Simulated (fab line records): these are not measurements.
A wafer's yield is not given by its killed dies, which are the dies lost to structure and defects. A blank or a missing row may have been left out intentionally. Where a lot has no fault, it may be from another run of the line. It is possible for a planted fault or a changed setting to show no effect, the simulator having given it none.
fab line records :: flow nandHarc
record:
  lots: 5
  wafers: 15
  lastDay: 29
route steps=1302 shown THIN_TSV@1262 END@1302
lots untouched by any fault: they come from a run of this same line in which no faults occurred
startH: start of the lot's first displayed wafer, in hours after the record's first day :: waitH: hours elapsed since this lot's preceding step :: " the same as in the row above :: L1.1+2: several wafers, shown together as one row :: - value missing, or start not given :: * or withheld: withheld :: < > ~ a bound
route shown NAME@n: a module of which the file shows steps, and the number in the route of the first :: usual: the fault-free wafers' mean and standard deviation :: same: alike in all rows :: chamber/n: place in a boat :: sites: the reading at each site :: _std_site: standard deviation of those values :: _edge_site: inner sites' mean taken away from outer sites' mean :: radiusMm: how far each site lies from the wafer's centre :: mask NAME#n: copy n :: behind: tool/chamber where the wafer was last shaped :: hold: reason for holding the lot/hours on hold/outcome of the hold :: device: names the non-switching transistor (n, p or np) :: end of line: the route-end tests of the same wafers :: a step without rows: its recipe alone :: killed: count of dies lost to structure and defects at first sort (not the wafer's yield) :: map: per-die view of a wafer (x killed, . not killed, _ where there is no die)
set.NAME: the setting that was run; set.NAME@STEP: the one run at that earlier step :: model.NAME: the simulator's own value behind a step, which no gauge read
a table for each step, a row for each wafer; lots at some steps of the route
== steps ==
step: NHARC_THIN_TSV_ETCH_44
recipe:
  targetDepthA: 15942
  timeS: 797.1
  cf4FlowSccm: 150
  o2FlowSccm: 10
  arFlowSccm: 0
  rfW: 300
  biasW: 800
  chemistry: CF4/O2
step: NHARC_THIN_TSV_ETCH_15
recipe:
  targetDepthA: 30000
  boschTargetOveretchCycles: 2
  boschEtchStepS: 2.8
  boschDepStepS: 1.2
  boschCycles: 14
step: NHARC_THIN_TSV_STRIP_45
recipe:
  powerW: 1500
  tempC: 250
  chemistry: O2
step: NHARC_THIN_TSV_STRIP_46
recipe:
  timeS: 1200
  tempC: 72.5
  chemistry: postEtchResidueRemover
step: NHARC_THIN_TSV_DEP_47
recipe:
  targetThkA: 2000
  tempC: withheld
  pressureTorr: 6.5
  rfW: 900
  teosFlowSccm: 161.4
  flowSccm: 2650
  targetThkNm: 200
  gas: O2
  material: SiO2
step: NHARC_THIN_TSV_ETCHBACK_48
recipe:
  targetDepthA: 10285
  overEtchFrac: 0.3
  timeS: 405.17
  ionEnergyEv: 250
  c4f8FlowSccm: withheld
  arFlowSccm: withheld
  rfW: 600
  biasW: 300
  chemistry: C4F8/Ar
step: NHARC_THIN_TSV_STRIP_62
recipe:
  powerW: 1500
  tempC: 250
  timeS: 20
  chemistry: N2/H2
step: NHARC_THIN_TSV_DEGAS_49
recipe:
  tempC: 300
  timeS: 120
step: NHARC_THIN_TSV_PRE_CLEAN_50
recipe:
  timeS: 30
  tempC: 280
  gas: H2/He
step: NHARC_THIN_TSV_PVD_19
recipe:
  targetThkA: 200
  chamberPressurePa: 5
  material: TaN
step: NHARC_THIN_TSV_PVD_51
recipe:
  targetThkA: 1000
  chamberPressurePa: 5
  material: Cu
step: NHARC_THIN_TSV_ECD_20
recipe:
  targetThkA: 20000
  material: Cu
lot.wafer: L497.1+2+3
tool: ecdCu-01
chamber: 1,0,0
startH: 565.04
waitH: -

lot.wafer: L505.1+2+4
tool: ecdCu-01
chamber: 0,1,0
startH: 643.55
waitH: -

lot.wafer: L506.1+4+5
tool: ecdCu-01
chamber: 1,0,0
startH: 655.11
waitH: -

lot.wafer: L507.1+3+6
tool: ecdCu-01
chamber: 1
startH: 655.97
waitH: -

lot.wafer: L508.2+1+4
tool: ecdCu-01
chamber: 0,1,1
startH: 670.44
waitH: -
step: NHARC_THIN_TSV_ANNEAL_52
recipe:
  tempC: 225
  timeS: 90
step: NHARC_THIN_TSV_CMP_21
recipe:
  tOverpolishS: 30
  targetThkNm: 2000
step: NHARC_THIN_TSV_SRD_23
step: NHARC_THIN_TSV_DEGAS_53
recipe:
  tempC: 300
  timeS: 60
step: NHARC_THIN_TSV_PRE_CLEAN_54
recipe:
  timeS: 30
  tempC: 280
  gas: H2/He
step: NHARC_THIN_TSV_PVD_55
recipe:
  targetThkA: 500
  material: TiN
step: NHARC_THIN_TSV_PVD_24
recipe:
  targetThkA: 8000
  powerW: withheld
  chamberPressurePa: withheld
  substrateTempC: withheld
  timeS: withheld
  gas: Ar
  material: Al
step: NHARC_THIN_TSV_DEHYDRATE_25
recipe:
  tempC: 150
  timeS: 120
step: NHARC_THIN_TSV_HMDS_26
recipe:
  timeS: 30
step: NHARC_THIN_TSV_COAT_27
recipe:
  spinRpm: *
step: NHARC_THIN_TSV_SOFTBAKE_28
recipe:
  tempC: 122
  timeS: 95
step: NHARC_THIN_TSV_EBR_29
step: NHARC_THIN_TSV_EXPOSE_30
recipe:
  na: 0.55
  doseMj: 11.47
  maskId: PAD
step: NHARC_THIN_TSV_PEB_31
recipe:
  pebTempC: 118
  pebTimeS: 85
step: NHARC_THIN_TSV_DEVELOP_32
recipe:
  timeS: 70
step: NHARC_THIN_TSV_HARDBAKE_34
recipe:
  tempC: 125
  timeS: 80
step: NHARC_THIN_TSV_DESCUM_35
recipe:
  timeS: 3
  o2FlowSccm: 200
  arFlowSccm: 0
  biasPowerW: 0
  chemistry: O2
step: NHARC_THIN_TSV_ETCH_59
recipe:
  targetDepthA: 8800
  icpW: 900
  biasW: 100
  Cl2_flow_sccm: 60
  bcl3FlowSccm: 30
  timeS: 138.1
  chemistry: Cl2/BCl3
step: NHARC_THIN_TSV_ETCH_36
recipe:
  targetDepthA: 650
  overEtchFrac: 0.3
  timeS: 18.571
  ionEnergyEv: 150
  chemistry: Cl2/BCl3
step: NHARC_THIN_TSV_STRIP_56
recipe:
  powerW: 1500
  tempC: 250
  chemistry: O2
step: NHARC_THIN_TSV_STRIP_57
recipe:
  timeS: 1200
  tempC: 72.5
  chemistry: postEtchResidueRemover
step: NHARC_THIN_TSV_ANNEAL_58
recipe:
  tempC: 400
  timeS: 1800
step: NHARC_END_SORT_01
recipe:
  tempC: 25
usual:
  defectLimitedYield: 91.2/2.5
  killedAtArray: 55/17
  killedAtOther: 1.1/1.4
  killedAtPeriphery: 3.9/3
  killedDies: 59/17
  killedOpen: 3.5/2
  killedShort: 2.6/1.6
same:
  grossDies: 677
lot.wafer: L505.1
tool: prober-02
chamber: 0
startH: 656.47
waitH: 2.5
defectLimitedYield[%]: 90.8
killedAtArray: 57
killedAtOther: 1
killedAtPeriphery: 4
killedDies: 62
killedOpen: 2
killedShort: 2

lot.wafer: L505.2
tool: prober-02
chamber: 0
startH: 657.27
waitH: 2.8
defectLimitedYield[%]: 91.3
killedAtArray: 53
killedAtOther: 0
killedAtPeriphery: 6
killedDies: 59
killedOpen: 4
killedShort: 3

lot.wafer: L505.4
tool: prober-02
chamber: 0
startH: 658.87
waitH: 3.4
defectLimitedYield[%]: 91.6
killedAtArray: 54
killedAtOther: 0
killedAtPeriphery: 3
killedDies: 57
killedOpen: 4
killedShort: 6

lot.wafer: L506.1
tool: prober-01
chamber: 0
startH: 667.74
waitH: 2.5
defectLimitedYield[%]: 0
killedAtArray: 16
killedAtOther: 661
killedAtPeriphery: 0
killedDies: 677
killedOpen: 1
killedShort: 3

lot.wafer: L506.4
tool: prober-01
chamber: 0
startH: 670.15
waitH: 3.4
defectLimitedYield[%]: 96.2
killedAtArray: 20
killedAtOther: 2
killedAtPeriphery: 4
killedDies: 26
killedOpen: 4
killedShort: 5

lot.wafer: L506.5
tool: prober-01
chamber: 0
startH: 670.95
waitH: 3.7
defectLimitedYield[%]: 97.0
killedAtArray: 17
killedAtOther: 1
killedAtPeriphery: 2
killedDies: 20
killedOpen: 5
killedShort: 3

lot.wafer: L507.1
tool: prober-02
chamber: 0
startH: 667.78
waitH: 2.5
defectLimitedYield[%]: 0
killedAtArray: 51
killedAtOther: 623
killedAtPeriphery: 3
killedDies: 677
killedOpen: 2
killedShort: 2

lot.wafer: L507.3
tool: prober-02
chamber: 0
startH: 669.37
waitH: 3.1
defectLimitedYield[%]: 0
killedAtArray: 44
killedAtOther: 631
killedAtPeriphery: 2
killedDies: 677
killedOpen: 1
killedShort: 0

lot.wafer: L507.6
tool: prober-02
chamber: 0
startH: 671.76
waitH: 4.0
defectLimitedYield[%]: 89.5
killedAtArray: 69
killedAtOther: 0
killedAtPeriphery: 2
killedDies: 71
killedOpen: 3
killedShort: 1

lot.wafer: L508.1
tool: prober-02
chamber: 0
startH: 682.16
waitH: 2.5
defectLimitedYield[%]: 0
killedAtArray: 81
killedAtOther: 594
killedAtPeriphery: 2
killedDies: 677
killedOpen: 2
killedShort: 3
killed by level:class
L505.1 A_SLIT:chamberFilmFlake=27 A_CHANNEL_HOLE_D1:chamberFilmFlake=10 A_CHANNEL_HOLE_D2:chamberFilmFlake=9 P_ZERO_WELL:chamberFilmFlake=3 A_CONTACT:chamberFilmFlake=3 A_ZERO_WELL:chamberFilmFlake=2 A_WL_FILL:chamberFilmFlake=2 A_CHANNEL_FILL_D1:geometricParticle:open=1
L505.2 A_SLIT:chamberFilmFlake=27 A_CHANNEL_HOLE_D2:chamberFilmFlake=9 A_CHANNEL_HOLE_D1:chamberFilmFlake=7 P_ZERO_WELL:chamberFilmFlake=3 A_WL_FILL:chamberFilmFlake=3 P_CONTACT:geometricParticle:open=1 P_M2:geometricParticle:open=1 A_CHANNEL_FILL_D1:geometricParticle:short=1
L505.4 A_SLIT:chamberFilmFlake=31 A_CHANNEL_HOLE_D2:chamberFilmFlake=8 A_CHANNEL_HOLE_D1:chamberFilmFlake=4 A_CONTACT:chamberFilmFlake=2 P_M0:geometricParticle:short=1 P_M0:geometricParticle:open=1 P_M2:geometricParticle:open=1 A_SOURCE_PLATE:geometricParticle:short=1
L506.1 THIN_TSV:areaEcd=658 A_CHANNEL_HOLE_D1:chamberFilmFlake=8 A_CONTACT:chamberFilmFlake=3 THIN_TSV:chamberFilmFlake=3 A_ONON_D1:geometricParticle:short=1 A_ONON_D2:geometricParticle:short=1 A_CHANNEL_FILL_D2:geometricParticle:short=1 A_CONTACT:geometricParticle:open=1
L507.1 THIN_TSV:areaEcd=623 A_SLIT:chamberFilmFlake=28 A_CHANNEL_HOLE_D2:chamberFilmFlake=10 A_CHANNEL_HOLE_D1:chamberFilmFlake=3 P_M1:chamberFilmFlake=2 P_GATE:geometricParticle:open=1 A_SOURCE_PLATE:geometricParticle:short=1 A_CHANNEL_FILL_D2:geometricParticle:open=1
L507.3 THIN_TSV:areaEcd=630 A_SLIT:chamberFilmFlake=30 A_CHANNEL_HOLE_D2:chamberFilmFlake=8 A_CHANNEL_HOLE_D1:chamberFilmFlake=2 A_CONTACT:chamberFilmFlake=2 P_GATE:chamberFilmFlake=1 P_M1:chamberFilmFlake=1 STARTING-WAFER:geometricParticle:open=1
L506.4 A_CHANNEL_HOLE_D1:chamberFilmFlake=8 A_SLIT:chamberFilmFlake=3 A_ONON_D1:geometricParticle:short=2 THIN_TSV:chamberFilmFlake=2 P_GATE:geometricParticle:open=1 P_CONTACT:geometricParticle:open=1 P_M0:geometricParticle:open=1 P_M1:geometricParticle:short=1
L506.5 A_CHANNEL_HOLE_D1:chamberFilmFlake=5 A_ONON_D1:geometricParticle:short=2 A_CHANNEL_FILL_D2:geometricParticle:open=2 A_CHANNEL_HOLE_D2:chamberFilmFlake=2 A_CONTACT:chamberFilmFlake=2 P_CONTACT:geometricParticle:open=1 A_ONON_D2:geometricParticle:short=1 A_CONTACT:geometricParticle:open=1
L507.6 A_SLIT:chamberFilmFlake=33 A_CHANNEL_HOLE_D2:chamberFilmFlake=18 A_CHANNEL_HOLE_D1:chamberFilmFlake=6 A_WL_FILL:chamberFilmFlake=3 A_CONTACT:chamberFilmFlake=3 P_M1:chamberFilmFlake=2 A_SOURCE_PLATE:geometricParticle:open=1 A_CHANNEL_FILL_D2:geometricParticle:open=1
L508.1 THIN_TSV:areaEcd=593 A_SLIT:chamberFilmFlake=37 A_CHANNEL_HOLE_D2:chamberFilmFlake=17 A_CHANNEL_HOLE_D1:chamberFilmFlake=11 A_CONTACT:chamberFilmFlake=4 P_M1:chamberFilmFlake=2 A_CHANNEL_FILL_D2:chamberFilmFlake=2 A_WL_FILL:chamberFilmFlake=2
map L506.1 (x killed, . not)
____________x____________
_________xxxxxxx_________
_______xxxxxxxxxxx_______
______xxxxxxxxxxxxx______
_____xxxxxxxxxxxxxxx_____
____xxxxxxxxxxxxxxxxx____
____xxxxxxxxxxxxxxxxx____
___xxxxxxxxxxxxxxxxxxx___
___xxxxxxxxxxxxxxxxxxx___
__xxxxxxxxxxxxxxxxxxxxx__
__xxxxxxxxxxxxxxxxxxxxx__
_xxxxxxxxxxxxxxxxxxxxxxx_
_xxxxxxxxxxxxxxxxxxxxxxx_
_xxxxxxxxxxxxxxxxxxxxxxx_
_xxxxxxxxxxxxxxxxxxxxxxx_
_xxxxxxxxxxxxxxxxxxxxxxx_
xxxxxxxxxxxxxxxxxxxxxxxxx
xxxxxxxxxxxxxxxxxxxxxxxxx
xxxxxxxxxxxxxxxxxxxxxxxxx
xxxxxxxxxxxxxxxxxxxxxxxxx
xxxxxxxxxxxxxxxxxxxxxxxxx
_xxxxxxxxxxxxxxxxxxxxxxx_
_xxxxxxxxxxxxxxxxxxxxxxx_
_xxxxxxxxxxxxxxxxxxxxxxx_
_xxxxxxxxxxxxxxxxxxxxxxx_
_xxxxxxxxxxxxxxxxxxxxxxx_
__xxxxxxxxxxxxxxxxxxxxx__
__xxxxxxxxxxxxxxxxxxxxx__
___xxxxxxxxxxxxxxxxxxx___
___xxxxxxxxxxxxxxxxxxx___
____xxxxxxxxxxxxxxxxx____
____xxxxxxxxxxxxxxxxx____
_____xxxxxxxxxxxxxxx_____
______xxxxxxxxxxxxx______
_______xxxxxxxxxxx_______
_________xxxxxxx_________
____________x____________
map L507.1 (x killed, . not)
____________x____________
_________xxxxxxx_________
_______xxxxxxxxxxx_______
______xxxxxxxxxxxxx______
_____xxxxxxxxxxxxxxx_____
____xxxxxxxxxxxxxxxxx____
____xxxxxxxxxxxxxxxxx____
___xxxxxxxxxxxxxxxxxxx___
___xxxxxxxxxxxxxxxxxxx___
__xxxxxxxxxxxxxxxxxxxxx__
__xxxxxxxxxxxxxxxxxxxxx__
_xxxxxxxxxxxxxxxxxxxxxxx_
_xxxxxxxxxxxxxxxxxxxxxxx_
_xxxxxxxxxxxxxxxxxxxxxxx_
_xxxxxxxxxxxxxxxxxxxxxxx_
_xxxxxxxxxxxxxxxxxxxxxxx_
xxxxxxxxxxxxxxxxxxxxxxxxx
xxxxxxxxxxxxxxxxxxxxxxxxx
xxxxxxxxxxxxxxxxxxxxxxxxx
xxxxxxxxxxxxxxxxxxxxxxxxx
xxxxxxxxxxxxxxxxxxxxxxxxx
_xxxxxxxxxxxxxxxxxxxxxxx_
_xxxxxxxxxxxxxxxxxxxxxxx_
_xxxxxxxxxxxxxxxxxxxxxxx_
_xxxxxxxxxxxxxxxxxxxxxxx_
_xxxxxxxxxxxxxxxxxxxxxxx_
__xxxxxxxxxxxxxxxxxxxxx__
__xxxxxxxxxxxxxxxxxxxxx__
___xxxxxxxxxxxxxxxxxxx___
___xxxxxxxxxxxxxxxxxxx___
____xxxxxxxxxxxxxxxxx____
____xxxxxxxxxxxxxxxxx____
_____xxxxxxxxxxxxxxx_____
______xxxxxxxxxxxxx______
_______xxxxxxxxxxx_______
_________xxxxxxx_________
____________x____________
== key ==
firstSign:
  step: NHARC_END_SORT_01
  reading: killedAtOther
  direction: up
  sigmas: 99+
  usual: 1.1
  struck: 627.2
effect:
  step: NHARC_END_SORT_01
  reading: defectLimitedYield
  direction: down
  sigmas: 36
  usual: 91.2
  struck: 0
moreKillsBornAt:
  NHARC_THIN_TSV_ECD_20@ecdCu-01: 2504
metAt NHARC_THIN_TSV_ECD_20
struckWafers L506.1,L507.1,L507.3,L508.1
laterRowsLeftOut L506.1,L507.1,L507.3,L508.1
fault:
  kind: processParameterDrift
  tool: ecdCu-01
  chamber: -
  onsetH: 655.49
  steps: NHARC_THIN_TSV_ECD_20
  channel: targetThkA
  offset: *
  shape: step
  endH: 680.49
  scope: struckWafersOnly
  actsIn: *
  stated: *
laterRowsLeftOut: the simulator's readings of these wafers behind a module that went badly wrong aren't trusted and aren't shown, but for the sort
